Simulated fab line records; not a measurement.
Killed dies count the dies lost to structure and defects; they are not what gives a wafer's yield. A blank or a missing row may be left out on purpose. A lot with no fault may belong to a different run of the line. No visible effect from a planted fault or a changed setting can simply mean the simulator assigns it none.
fab line records	flow nand-harc
record: lots: 6	wafers: 18	last-day: 24
route steps=1159 shown A_M0@1019 A_M1@1026 END@1159
lots with no fault: from the same line, run without faults
start-h: start of the lot's first displayed wafer, in hours after the record's first day	wait-h: how many hours have passed since the lot's step before this one	" as in the row above	L1.1+2: a single row standing in for several wafers	- either no value or no given start	* or withheld: withheld	< > ~ a bound
route shown NAME@n: names a module that has steps shown in the file, with the first one's number in the route	usual: mean/standard deviation taken from wafers without a fault	same: alike in all rows	chamber/n: place in a boat	sites: per-site readings	_std_site: the standard deviation of these	_edge_site: the outer-site mean with the inner-site mean subtracted	radius-mm: how far each site lies from the wafer's centre	mask NAME#n: copy n	behind: the last tool/chamber to shape the wafer	hold: what put the lot on hold/how long, in hours/how the hold closed	device: whichever transistor did not switch (one of n, p or np)	end of line: tests of these same wafers at the route's end	a step given without rows: its recipe and nothing more	killed: count of dies lost to structure and defects at first sort (not the wafer's yield)	map: the dies of a wafer, with x for killed, . for not killed, _ for no die there
set.NAME: setting as actually run; set.NAME@STEP: the setting as run at that earlier step	model.NAME: the simulator's own value behind a step, which no gauge read
a table for each step, a row for each wafer; lots at some steps of the route
services: a tool's chamber out of use, with start hour (start-h, from the record's first day; less than 0 if before it), hours out, and reason
== steps ==
step: NHARC_A_M0_CMP_23
recipe: t-overpolish-s: 20	target-thk-nm: 113.75
usual: edge-zone-pressure-frac: 1.000/0.0047	motor-current-A: 11.7/0.94	time-to-endpoint-s: 29.1/2.3
lot.wafer	tool	chamber	start-h	wait-h	edge-zone-pressure-frac	motor-current-A	time-to-endpoint-s
L120.3	cmp-01	0	464.96	-	1.001	11.2	33.0
L120.1	"	2	"	"	1.003	12.8	31.0
L120.6	"	3	"	"	0.997	12.0	26.2
L122.3	cmp-02	1	479.95	-	1.002	11.2	30.9
L122.5	"	0	"	"	0.997	11.4	31.4
L122.6	"	1	"	"	0.992	11.4	30.0
L125.4	cmp-02	1	491.97	-	0.995	11.6	25.0
L125.2	"	3	"	"	1.001	10.0	27.8
L125.6	"	2	"	"	0.998	13.8	26.4
L126.4	cmp-01	1	500.65	-	1.004	11.3	32.3
L126.3	"	2	"	"	1.000	13.0	30.8
L126.6	"	2	"	"	0.995	12.4	30.6
L127.4	cmp-04	1	512.75	-	1.002	11.8	32.6
L127.1	"	3	"	"	0.995	11.0	27.9
L127.5	"	1	"	"	0.998	11.4	27.0
L132.1	cmp-04	0	536.11	-	1.007	12.0	28.1
L132.2	"	2	"	"	1.008	12.0	27.3
L132.6	"	1	"	"	0.996	11.8	27.9
step: NHARC_A_M0_THK_MEAS_24
recipe: thk-meas-gauge: xrf
usual: thk-nm: 113.8/1.5
lot.wafer	tool	chamber	start-h	wait-h	thk-nm
L120.1	film-metro-01	-	465.24	-	113.9
L120.3	"	-	"	"	114.7
L120.6	"	-	"	"	116.2
L122.3	film-metro-02	-	480.24	-	111.4
L122.5	"	-	"	"	116.2
L122.6	"	-	"	"	114.1
L125.2	film-metro-02	-	492.29	-	112.6
L125.4	"	-	"	"	112.7
L125.6	"	-	"	"	110.8
L126.3	film-metro-02	-	500.97	-	112.9
L126.4	"	-	"	"	114.3
L126.6	"	-	"	"	115.7
L127.1	film-metro-01	-	513.05	-	113.5
L127.4	"	-	"	"	113.4
L127.5	"	-	"	"	114.2
L132.1	film-metro-02	-	536.43	-	112.1
L132.2	"	-	"	"	114.2
L132.6	"	-	"	"	112.9
step: NHARC_A_M0_SRD_25
step: NHARC_A_M0_INSPECT_27
usual: raw-defect-count: 424/140
lot.wafer	tool	chamber	start-h	wait-h	raw-defect-count
L120.1	defect-inspect-02	-	465.40	0.0	299
L120.3	"	-	"	"	297
L120.6	"	-	"	"	353
L122.3	defect-inspect-01	-	480.41	0.1	576
L122.5	"	-	"	"	311
L122.6	"	-	"	"	699
L125.2	defect-inspect-02	-	492.44	0.0	303
L125.4	"	-	"	"	354
L125.6	"	-	"	"	401
L126.3	defect-inspect-02	-	501.15	0.0	347
L126.4	"	-	"	"	496
L126.6	"	-	"	"	612
L127.1	defect-inspect-01	-	513.21	0.0	804
L127.4	"	-	"	"	800
L127.5	"	-	"	"	843
L132.1	defect-inspect-02	-	536.59	0.0	230
L132.2	"	-	"	"	263
L132.6	"	-	"	"	340
step: NHARC_A_M0_PRE_CLEAN_31
recipe: time-s: 12	temp-c: 370	rf-power-w: 300	gas: NH3
usual: heater-power-w: 610/67	rf-fwd-power-W: 292.5/0.91
lot.wafer	tool	chamber	start-h	wait-h	heater-power-w	rf-fwd-power-W
L120.1	pecvd-03	0	465.47	0.1	628	293.1
L120.3	"	2	"	"	546	290.4
L120.6	"	0	"	"	617	292.2
L122.3	pecvd-01	2	482.80	2.4	812	292.2
L122.5	"	1	"	"	665	291.3
L122.6	"	2	"	"	786	292.9
L125.2	pecvd-04	2	492.51	0.1	543	291.9
L125.6	"	2	"	"	560	291.9
L125.4	"	0	"	"	556	292.6
L126.3	pecvd-04	2	501.21	0.1	588	292.3
L126.4	"	2	"	"	599	293.3
L126.6	"	1	"	"	584	291.3
L127.1	pecvd-01	1	513.28	0.1	638	293.1
L127.5	"	2	"	"	774	293.5
L127.4	"	0	"	"	621	292.9
L132.2	pecvd-03	2	536.65	0.1	560	292.4
L132.1	"	0	"	"	569	292.7
L132.6	"	1	"	"	555	292.2
step: NHARC_A_M0_DEP_32
recipe: target-thk-a: 300	temp-c: 370	target-thk-nm: 30	pressure-torr: 3	flow-sccm: 200	rf-w: 450	material: SiCN
usual: chamber-pressure-Torr: 2.999/0.0067	heater-power-w: 559/67	rf-fwd-power-W: 449.1/1.4	showerhead-vpp-V: 1281/70
lot.wafer	tool	chamber	start-h	wait-h	chamber-pressure-Torr	heater-power-w	rf-fwd-power-W	showerhead-vpp-V
L120.1	pecvd-03	0	465.55	0.1	3.009	539	449.1	1348
L120.3	"	2	"	"	3.000	425	447.8	1271
L120.6	"	0	"	"	3.015	539	449.2	1340
L122.3	pecvd-01	2	482.91	0.1	2.994	741	448.3	1270
L122.5	"	1	"	"	2.999	648	446.0	1203
L122.6	"	2	"	"	3.001	617	447.4	1254
L125.2	pecvd-04	2	492.59	0.1	3.010	553	447.9	1333
L125.6	"	2	"	"	2.998	566	448.0	1370
L125.4	"	0	"	"	3.003	548	448.5	1331
L126.3	pecvd-04	2	501.29	0.1	2.997	558	449.3	1375
L126.4	"	2	"	"	2.997	542	452.3	1385
L126.6	"	1	"	"	2.996	574	449.0	1314
L127.1	pecvd-01	1	513.35	0.1	3.004	650	449.4	1230
L127.5	"	2	"	"	2.991	710	450.1	1289
L127.4	"	0	"	"	2.994	565	448.9	1271
L132.2	pecvd-03	2	536.73	0.1	2.999	444	449.3	1285
L132.1	"	0	"	"	3.003	554	450.3	1338
L132.6	"	1	"	"	3.003	537	450.6	1132
step: NHARC_A_M1_DEP_00
recipe: target-thk-a: 1825	target-thk-nm: 182.5	temp-c: withheld	pressure-torr: 5	flow-sccm: 200	rf-w: 600	material: SiOC
step: NHARC_A_M1_DEHYDRATE_01
recipe: temp-c: 150	time-s: 120
step: NHARC_A_M1_HMDS_02
recipe: time-s: 30
step: NHARC_A_M1_COAT_34
recipe: temp-c: 200	time-s: 65
step: NHARC_A_M1_COAT_03
recipe: spin-rpm: 1500	resist-thk-nm: 90
step: NHARC_A_M1_SOFTBAKE_04
recipe: temp-c: 105	time-s: 55
usual: exhaust-pa: 45.0/0.9	heater-power-total-W: 188.46/0.14
lot.wafer	tool	chamber	start-h	wait-h	exhaust-pa	heater-power-total-W
L120.1	litho-track-01	0	466	-	44.0	188.38
L120.3	"	0	"	"	44.3	188.41
L120.6	"	0	"	"	44.3	188.33
L122.3	litho-track-06	0	483	-	44.1	188.46
L122.5	"	0	"	"	44.4	188.42
L122.6	"	0	"	"	45.1	188.41
L125.2	litho-track-06	0	493	-	44.8	224.70
L125.4	"	0	"	"	44.8	226.81
L125.6	"	0	"	"	44.7	226.00
L126.3	litho-track-06	0	502	-	45.5	225.50
L126.4	"	0	"	"	45.3	225.15
L126.6	"	0	"	"	45.4	224.42
L127.1	litho-track-01	0	514	-	44.2	188.76
L127.4	"	0	"	"	44.7	188.46
L127.5	"	0	"	"	44.4	188.37
L132.1	litho-track-01	0	537	-	44.3	188.31
L132.2	"	0	"	"	45.4	188.36
L132.6	"	0	"	"	43.6	188.38
step: NHARC_A_M1_EBR_05
step: NHARC_A_M1_EXPOSE_06
recipe: na: 1.35	target-cd-nm: 120	dose-mj: 75.13	mask-id: A_M1
step: NHARC_A_M1_PEB_07
recipe: peb-temp-c: 100	peb-time-s: 65
step: NHARC_A_M1_DEVELOP_08
recipe: develop-time-s: 35	dev-temp-c: 23
step: NHARC_A_M1_CD_MEAS_09
recipe: target-cd-nm: 120	landing-energy-ev: 500
usual: cd-nm: 119.8/0.7
lot.wafer	tool	chamber	start-h	wait-h	cd-nm
L120.1	cd-sem-03	0	466.67	-	118.9
L120.3	"	0	"	"	119.6
L120.6	"	0	"	"	120.2
L122.3	cd-sem-01	0	484.01	-	120.0
L122.5	"	0	"	"	120.3
L122.6	"	0	"	"	119.9
L125.2	cd-sem-03	0	493.86	-	116.5
L125.4	"	0	"	"	116.7
L125.6	"	0	"	"	117.2
L126.3	cd-sem-03	0	502.43	-	117.5
L126.4	"	0	"	"	117.5
L126.6	"	0	"	"	117.3
L127.1	cd-sem-03	0	514.60	-	120.6
L127.4	"	0	"	"	120.8
L127.5	"	0	"	"	119.2
L132.1	cd-sem-02	0	537.86	-	119.2
L132.2	"	0	"	"	120.0
L132.6	"	0	"	"	120.7
step: NHARC_A_M1_OVL_MEAS_10
recipe: pitch-nm: 240
usual: overlay-x-nm: -0.1/0.83	overlay-y-nm: 0.2/0.72
lot.wafer	tool	chamber	start-h	wait-h	overlay-x-nm	overlay-y-nm
L120.1	overlay-01	-	466.76	-	0.8	0.8
L120.3	"	-	"	"	0.9	0.4
L120.6	"	-	"	"	0.4	0.3
L122.3	overlay-02	-	484.09	-	0.1	-1.0
L122.5	"	-	"	"	-0.1	-1.0
L122.6	"	-	"	"	-0.1	-0.6
L125.2	overlay-01	-	493.96	-	0.3	0.6
L125.4	"	-	"	"	-0.1	0.6
L125.6	"	-	"	"	0.7	0.9
L126.3	overlay-02	-	502.52	-	-1.2	-0.3
L126.4	"	-	"	"	-0.7	-0.3
L126.6	"	-	"	"	-1.2	-0.5
L127.1	overlay-02	-	514.69	-	0.5	1.0
L127.4	"	-	"	"	1.0	1.2
L127.5	"	-	"	"	0.2	1.1
L132.1	overlay-01	-	537.95	-	-0.3	0.8
L132.2	"	-	"	"	-1.3	0.5
L132.6	"	-	"	"	-1.0	0.6
step: NHARC_A_M1_INSPECT_11
usual: raw-defect-count: 31/13
lot.wafer	tool	chamber	start-h	wait-h	raw-defect-count
L120.1	defect-inspect-02	-	466.81	0.1	27
L120.3	"	-	"	"	34
L120.6	"	-	"	"	24
L122.3	defect-inspect-02	-	484.13	0.0	9
L122.5	"	-	"	"	8
L122.6	"	-	"	"	7
L125.2	defect-inspect-01	-	493.99	0.0	37
L125.4	"	-	"	"	45
L125.6	"	-	"	"	40
L126.3	defect-inspect-02	-	502.56	0.0	32
L126.4	"	-	"	"	25
L126.6	"	-	"	"	31
L127.1	defect-inspect-01	-	514.72	0.0	46
L127.4	"	-	"	"	50
L127.5	"	-	"	"	42
L132.1	defect-inspect-02	-	537.99	0.0	15
L132.2	"	-	"	"	32
L132.6	"	-	"	"	18
step: NHARC_A_M1_DESCUM_14
recipe: time-s: 3	o2-flow-sccm: 200	ar-flow-sccm: 0	bias-power-w: 0	chemistry: O2
usual: drypump-motor-current-A: 5.5/0.5	oes-product-au: 1.001/0.012	rf-vpp-V: 57.9/0.86	showerhead-plenum-p-Torr: 1.92/0.094	throttle-valve-pct: 11.310/0.0098
lot.wafer	tool	chamber	start-h	wait-h	drypump-motor-current-A	oes-product-au	rf-hours-counter-h	rf-vpp-V	showerhead-plenum-p-Torr	throttle-valve-pct	model.A_M1.cd-nm
L120.1	rie-diel-13	2	466.87	0.1	5.9	0.976	1	57.7	2.05	11.321	118.4
L120.3	"	1	"	"	5.2	0.985	1	58.9	1.90	11.315	120
L120.6	"	2	"	"	5.9	0.968	-	58.4	2.05	11.325	120.3
L122.3	rie-diel-11	2	484.21	0.1	5.4	1.005	6	57.2	1.81	11.290	119.9
L122.6	"	0	"	"	5.0	1.009	-	57.1	2.03	11.300	120.6
L122.5	"	1	"	"	4.9	0.995	-	59.4	1.81	11.318	120.3
L125.4	rie-diel-05	2	494.06	0.1	6.2	1.002	4	57.8	1.87	11.310	116.5
L125.2	"	3	"	"	4.9	0.996	4	58.5	2.06	11.283	116.7
L125.6	"	2	"	"	6.3	1.001	-	59.2	1.87	11.319	117.3
L126.3	rie-diel-05	2	502.62	0.1	6.3	1.003	4	58.8	1.87	11.306	117.2
L126.4	"	2	"	"	6.3	1.003	-	58.2	1.87	11.323	117.7
L126.6	"	3	"	"	4.9	1.003	-	58.4	2.06	11.320	117.4
L127.4	rie-diel-13	1	514.80	0.1	5.2	0.984	5	56.9	1.90	11.323	121.2
L127.1	"	2	"	"	5.9	0.979	5	57.3	2.05	11.310	119.9
L127.5	"	0	"	"	5.4	0.992	-	58.8	1.98	11.301	119
L132.2	rie-diel-05	2	538.05	0.1	6.3	0.990	0	58.8	1.87	11.285	119.1
L132.1	"	1	"	"	4.8	1.010	0	57.2	1.97	11.303	118.8
L132.6	"	3	"	"	4.9	1.001	-	58.8	2.06	11.308	121.2
step: NHARC_A_M1_ETCH_35
recipe: target-depth-a: 400	overetch-a: 120	time-s: 43.94	ion-energy-ev: 200	n2-flow-sccm: 150	h2-flow-sccm: 150	ar-flow-sccm: 0	rf-w: 400	bias-w: 150	chemistry: N2/H2
usual: drypump-motor-current-A: 5.5/0.5	oes-product-au: 1.002/0.013	rf-fwd-power-W: 396.1/1.6	rf-vpp-V: 430.9/2.9	showerhead-plenum-p-Torr: 2.05/0.1	throttle-valve-pct: 14.172/0.009
lot.wafer	tool	chamber	start-h	wait-h	drypump-motor-current-A	oes-product-au	rf-fwd-power-W	rf-hours-counter-h	rf-vpp-V	showerhead-plenum-p-Torr	throttle-valve-pct
L120.1	rie-diel-13	3	466.96	0.1	5.8	1.002	397.8	1	428.0	1.91	14.161
L120.3	"	0	"	"	5.4	0.981	395.9	1	432.9	2.12	14.180
L120.6	"	0	"	"	5.4	0.983	393.9	-	434.0	2.12	14.174
L122.3	rie-diel-11	3	484.28	0.1	5.8	1.008	394.5	7	428.5	1.96	14.169
L122.6	"	3	"	"	5.7	1.005	393.3	-	428.9	1.96	14.164
L122.5	"	0	"	"	5.0	1.002	397.6	-	434.4	2.17	14.180
L125.2	rie-diel-05	1	494.14	0.1	4.8	1.020	395.5	4	431.2	2.11	14.183
L125.4	"	2	"	"	6.3	1.008	396.9	4	429.4	2.00	14.158
L125.6	"	2	"	"	6.3	1.007	395.6	-	429.8	2.00	14.162
L126.3	rie-diel-05	3	502.73	0.1	4.9	1.011	395.5	5	436.4	2.20	14.177
L126.4	"	2	"	"	6.3	1.006	394.2	-	429.3	2.00	14.178
L126.6	"	3	"	"	4.9	1.005	397.9	-	435.7	2.20	14.170
L127.1	rie-diel-13	1	514.87	0.1	5.2	0.990	394.9	5	429.6	2.02	14.178
L127.4	"	0	"	"	5.4	0.980	397.3	5	432.8	2.11	14.159
L127.5	"	1	"	"	5.2	0.991	395.3	-	429.5	2.02	14.180
L132.1	rie-diel-05	2	538.14	0.1	6.3	0.983	395.3	0	430.4	2.00	14.158
L132.2	"	1	"	"	4.8	1.019	393.0	0	432.5	2.11	14.160
L132.6	"	2	"	"	6.3	0.988	393.9	-	429.1	2.00	14.171
step: NHARC_A_M1_ETCH_15
recipe: target-depth-a: 1825	time-s: 91.2	c4f8-flow-sccm: withheld	ar-flow-sccm: 400	rf-w: 600	bias-w: 300	chemistry: C4F8/Ar
step: NHARC_A_M1_CD_MEAS_16
usual: cd-nm: 119.7/0.83
lot.wafer	tool	chamber	start-h	wait-h	cd-nm
L120.1	cd-sem-02	-	467.18	-	118.8
L120.3	"	-	"	"	119.5
L120.6	"	-	"	"	119.9
L122.3	cd-sem-01	-	484.50	-	119.7
L122.5	"	-	"	"	119.9
L122.6	"	-	"	"	121.0
L125.2	cd-sem-02	-	494.36	-	116.4
L125.4	"	-	"	"	116.5
L125.6	"	-	"	"	117.2
L126.3	cd-sem-03	-	502.97	-	117.4
L126.4	"	-	"	"	117.5
L126.6	"	-	"	"	117.8
L127.1	cd-sem-02	-	515.09	-	120.3
L127.4	"	-	"	"	120.9
L127.5	"	-	"	"	118.8
L132.1	cd-sem-03	-	538.37	-	118.4
L132.2	"	-	"	"	118.9
L132.6	"	-	"	"	120.8
step: NHARC_A_M1_STRIP_18
recipe: power-w: 1000	n2-flow-sccm: 150	h2-flow-sccm: 150	ar-flow-sccm: 0	bias-w: 0	chemistry: N2/H2
usual: drypump-motor-current-A: 5.5/0.47	oes-product-au: 1.001/0.012	rf-fwd-power-W: 997/3.2	rf-vpp-V: 90.7/1.1	showerhead-plenum-p-Torr: 2.05/0.1	throttle-valve-pct: 14.172/0.0078
lot.wafer	tool	chamber	start-h	wait-h	drypump-motor-current-A	oes-product-au	rf-fwd-power-W	rf-hours-counter-h	rf-vpp-V	showerhead-plenum-p-Torr	throttle-valve-pct
L120.1	rie-diel-05	2	467.28	0.1	6.3	1.008	999	3	90.3	2.00	14.173
L120.3	"	3	"	"	4.9	1.014	995	4	91.5	2.20	14.173
L120.6	"	1	"	"	4.7	1.017	996	-	91.1	2.11	14.167
L122.3	rie-diel-05	3	484.64	0.1	4.9	0.997	998	4	90.0	2.20	14.174
L122.5	"	0	"	"	6.0	0.978	998	-	90.3	2.01	14.181
L122.6	"	3	"	"	4.9	0.993	993	-	91.6	2.20	14.184
L125.4	rie-diel-13	0	494.43	0.1	5.4	0.999	997	2	91.6	2.12	14.163
L125.2	"	2	"	"	5.9	0.988	998	2	92.1	2.19	14.184
L125.6	"	0	"	"	5.4	0.995	1001	-	90.7	2.12	14.180
L126.3	rie-diel-13	0	503.04	0.1	5.4	0.986	999	3	91.9	2.12	14.168
L126.6	"	0	"	"	5.4	0.991	996	-	91.6	2.12	14.179
L126.4	"	1	"	"	5.2	0.990	997	-	91.1	2.02	14.167
L127.1	rie-diel-13	3	515.19	0.1	5.9	1.009	1000	5	89.5	1.91	14.159
L127.4	"	1	"	"	5.2	0.993	997	5	89.5	2.02	14.151
L127.5	"	3	"	"	5.8	0.995	993	-	90.0	1.91	14.164
L132.2	rie-diel-11	2	538.47	0.1	5.4	0.996	990	10	89.7	1.93	14.168
L132.1	"	0	"	"	5.0	1.010	996	10	91.6	2.17	14.168
L132.6	"	2	"	"	5.4	0.991	999	-	88.5	1.93	14.173
step: NHARC_A_M1_ETCH_28
recipe: target-depth-a: 300	over-etch-frac: 0.3	time-s: 72.99	ion-energy-ev: 150	cf4-flow-sccm: 50	n2-flow-sccm: 100	ar-flow-sccm: 150	rf-w: 300	bias-w: 100	chemistry: CF4/N2
usual: drypump-motor-current-A: 5.5/0.46	oes-product-au: 1.000/0.012	rf-fwd-power-W: 298.0/0.99	rf-vpp-V: 314.2/2.3	showerhead-plenum-p-Torr: 2.63/0.12	throttle-valve-pct: 19.793/0.0087
lot.wafer	tool	chamber	start-h	wait-h	drypump-motor-current-A	oes-product-au	rf-fwd-power-W	rf-hours-counter-h	rf-vpp-V	showerhead-plenum-p-Torr	throttle-valve-pct	model.A_M1.cd-nm
L120.3	rie-diel-05	2	-	-	6.3	0.995	298.4	3	311.9	2.57	19.798	120.2
L120.1	"	3	"	"	4.9	0.997	298.7	4	318.1	2.82	19.809	118.5
L120.6	"	3	"	"	4.9	0.997	298.9	-	316.5	2.82	19.804	120.4
L122.3	rie-diel-05	2	-	-	6.3	1.014	296.8	4	314.1	2.57	19.794	120.7
L122.6	"	2	"	"	6.3	1.010	295.9	-	313.7	2.57	19.805	121.9
L122.5	"	0	"	"	6.0	0.993	300.1	-	313.7	2.59	19.803	120.3
L125.4	rie-diel-13	2	-	-	5.9	0.985	297.8	2	317.7	2.80	19.778	116.1
L125.2	"	0	"	"	5.4	0.987	297.8	2	315.0	2.72	19.793	116.6
L125.6	"	1	"	"	5.2	0.994	297.8	-	314.2	2.61	19.800	116.8
L126.3	rie-diel-13	3	-	-	5.9	1.005	298.2	3	312.6	2.48	19.783	117.5
L126.4	"	0	"	"	5.4	0.984	297.7	-	316.7	2.72	19.791	117.9
L126.6	"	1	"	"	5.2	0.987	296.9	-	314.0	2.61	19.790	117.7
L127.1	rie-diel-13	2	-	-	5.9	0.983	297.5	5	317.2	2.80	19.776	120.9
L127.4	"	3	"	"	5.8	0.999	300.0	5	311.8	2.47	19.797	120.3
L127.5	"	3	"	"	5.8	0.999	298.4	-	311.8	2.47	19.797	119.7
L132.2	rie-diel-11	1	-	-	4.9	1.008	297.4	9	311.2	2.49	19.799	118.9
L132.1	"	3	"	"	5.8	1.006	297.7	11	313.1	2.53	19.784	118.9
L132.6	"	1	"	"	4.9	1.005	297.2	-	312.8	2.49	19.805	121
step: NHARC_A_M1_STRIP_19
recipe: time-s: 600	temp-c: 30	chemistry: post-etch-residue-remover
step: NHARC_END_SORT_01
recipe: temp-c: 25
usual: defect-limited-yield: 95.4/1.5	killed-at-array: 27/9.9	killed-at-other: 0.6/0.84	killed-at-periphery: 3.7/2.5	killed-dies: 31/9.9	killed-open: 3.0/1.6	killed-short: 1.9/1.2	sort_bin_2_pct: 1.5/0.6	sort_bin_3_pct: 0.26/0.21	sort_bin_4_pct: 2.9/0.98	sort-n-pass: 646/9.9	sort-rim-yield-pct: 96.3/2.4	sort-yield-pct: 95.4/1.5
same: gross-dies: 677	sort_bin_5_pct[%]: 0	sort_bin_6_pct[%]: 0	sort_bin_7_pct[%]: 0	sort_bin_8_pct[%]: 0	sort-rim-n-gross: 106.00
lot.wafer	tool	chamber	start-h	wait-h	defect-limited-yield[%]	killed-at-array	killed-at-other	killed-at-periphery	killed-dies	killed-open	killed-short	sort_bin_2_pct[%]	sort_bin_3_pct[%]	sort_bin_4_pct[%]	sort-n-pass	sort-rim-yield-pct[%]	sort-yield-pct[%]
L120.1	prober-01	0	502.43	2.5	95.4	29	0	2	31	2	2	1.5	0.15	3.0	646	98.1	95.4
L120.3	prober-01	0	504.03	3.1	94.5	32	0	5	37	3	3	2.2	0.59	2.7	640	94.3	94.5
L120.6	prober-01	0	506.44	4.0	94.8	30	1	4	35	9	5	1.9	0.30	3.0	642	97.2	94.8
L122.6	prober-02	0	523.73	4.0	97.8	10	0	5	15	2	3	0.9	0.15	1.2	662	100.0	97.8
L132.1	prober-01	0	572.95	2.5	97.0	18	0	2	20	2	1	0.9	0	2.1	657	98.1	97.0
L132.2	prober-01	0	573.78	2.8	95.6	28	0	2	30	2	0	1.5	0	3.0	647	97.2	95.6
L132.6	prober-01	0	577.12	4.2	96.8	17	0	5	22	2	2	1.2	0.15	1.9	655	97.2	96.8
killed by level:class
L120.1 A_SLIT:chamber-film-flake=12 A_CHANNEL_HOLE_D1:chamber-film-flake=7 A_STAIRCASE:chamber-film-flake=5 A_CONTACT:geometric-particle:open=2 P_M0:geometric-particle:short=1 A_CHANNEL_FILL_D1:geometric-particle:short=1 P_M1:chamber-film-flake=1 A_CONTACT:chamber-film-flake=1
L120.3 A_SLIT:chamber-film-flake=10 A_STAIRCASE:chamber-film-flake=6 A_CONTACT:chamber-film-flake=4 A_CHANNEL_HOLE_D1:chamber-film-flake=3 A_SGD_CUT:chamber-film-flake=3 A_WL_FILL:geometric-particle:short=2 P_CONTACT:geometric-particle:open=1 A_WL_FILL:geometric-particle:open=1
L120.6 A_SLIT:chamber-film-flake=10 A_CHANNEL_HOLE_D1:chamber-film-flake=4 A_ONON_D1:geometric-particle:open=3 A_WL_FILL:geometric-particle:short=2 P_ZERO_WELL:chamber-film-flake=2 A_STAIRCASE:chamber-film-flake=2 P_CONTACT:geometric-particle:open=1 P_M1:geometric-particle:open=1
L122.6 A_CHANNEL_HOLE_D1:chamber-film-flake=4 P_ZERO_WELL:chamber-film-flake=3 P_M1:geometric-particle:short=1 A_ONON_D1:geometric-particle:open=1 A_CHANNEL_FILL_D1:geometric-particle:short=1 A_WL_FILL:geometric-particle:short=1 A_M0:geometric-particle:open=1 P_CONTACT:chamber-film-flake=1
L132.1 A_CONTACT:chamber-film-flake=7 A_STAIRCASE:chamber-film-flake=5 A_CHANNEL_HOLE_D1:unspecified=3 P_M0:geometric-particle:open=1 A_ONON_D1:geometric-particle:short=1 A_CONTACT:geometric-particle:open=1 P_M0:chamber-film-flake=1 A_WL_FILL:chamber-film-flake=1
L132.2 A_STAIRCASE:chamber-film-flake=13 A_CONTACT:chamber-film-flake=8 A_CHANNEL_HOLE_D1:unspecified=2 P_M2:geometric-particle:open=1 A_CHANNEL_FILL_D1:geometric-particle:open=1 P_STI:chamber-film-flake=1 A_CHANNEL_HOLE_D1:chamber-film-flake=1 A_CHANNEL_FILL_D1:chamber-film-flake=1
L132.6 A_CONTACT:chamber-film-flake=5 A_CHANNEL_HOLE_D1:unspecified=3 A_CHANNEL_HOLE_D1:chamber-film-flake=3 A_STAIRCASE:chamber-film-flake=3 P_CONTACT:geometric-particle:short=1 P_M1:geometric-particle:short=1 A_ONON_D1:geometric-particle:open=1 A_STAIRCASE:geometric-particle:open=1
== services ==
tool	chamber	start-h	hours	kind
litho-track-01	-	443.00	7.0	pm
rie-diel-05	0	447.77	-	clean
rie-diel-05	1	447.77	-	clean
rie-diel-05	2	447.77	-	clean
rie-diel-13	-	453.00	9.0	pm
cmp-02	-	453.93	3.4	repair
pecvd-01	-	454.81	1.0	repair
cmp-04	-	463.06	1.6	repair
litho-track-06	-	467.00	7.0	pm
rie-diel-11	-	471.22	0.8	repair
pecvd-03	-	473.26	13.0	pm
cmp-01	-	473.63	4.0	pm
rie-diel-05	1	477.45	9.4	repair
cmp-01	-	480.07	0.4	repair
pecvd-04	-	493.58	0.7	repair
rie-diel-05	1	496.11	7.8	repair
cmp-04	-	497.00	4.0	pm
rie-diel-13	2	500.29	4.7	repair
pecvd-03	-	506.52	3.4	repair
rie-diel-05	-	517.61	9.0	pm
cmp-02	-	520.50	4.0	pm
pecvd-04	-	520.74	1.8	repair
rie-diel-11	1	520.78	6.3	repair
rie-diel-13	-	530.90	1.9	repair
== key ==
first-sign: step: NHARC_A_M1_SOFTBAKE_04	reading: heater-power-total-W	direction: up	sigmas: 99+	usual: *	struck: *
effect: step: NHARC_A_M1_CD_MEAS_09	reading: cd-nm	direction: down	sigmas: 3.9	usual: 119.8	struck: 117.1	through: control-loop
effect: step: NHARC_A_M1_CD_MEAS_16	reading: cd-nm	direction: down	sigmas: 3.1	usual: 119.7	struck: 117.2	through: control-loop
model-effect: step: NHARC_A_M1_DESCUM_14	value: A_M1.cd-nm	without: 119.3	struck: 117.1
model-effect: step: NHARC_A_M1_ETCH_28	value: A_M1.cd-nm	without: 119.3	struck: 117.1
met-at NHARC_A_M1_SOFTBAKE_04
struck-wafers L125.2,L125.4,L125.6,L126.3,L126.4,L126.6
loop-trim: step: NHARC_A_M1_EXPOSE_06	setting: dose	lots: L126
onset-between 483 493
fault: kind: process-parameter-drift	tool: litho-track-06	chamber: -	onset-h: 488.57	steps: NHARC_A_M1_SOFTBAKE_04	channel: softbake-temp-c	offset: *	shape: step	end-h: 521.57	acts-in: *	stated: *
loop-trim: a control loop set the setting to another value than it would have without faults
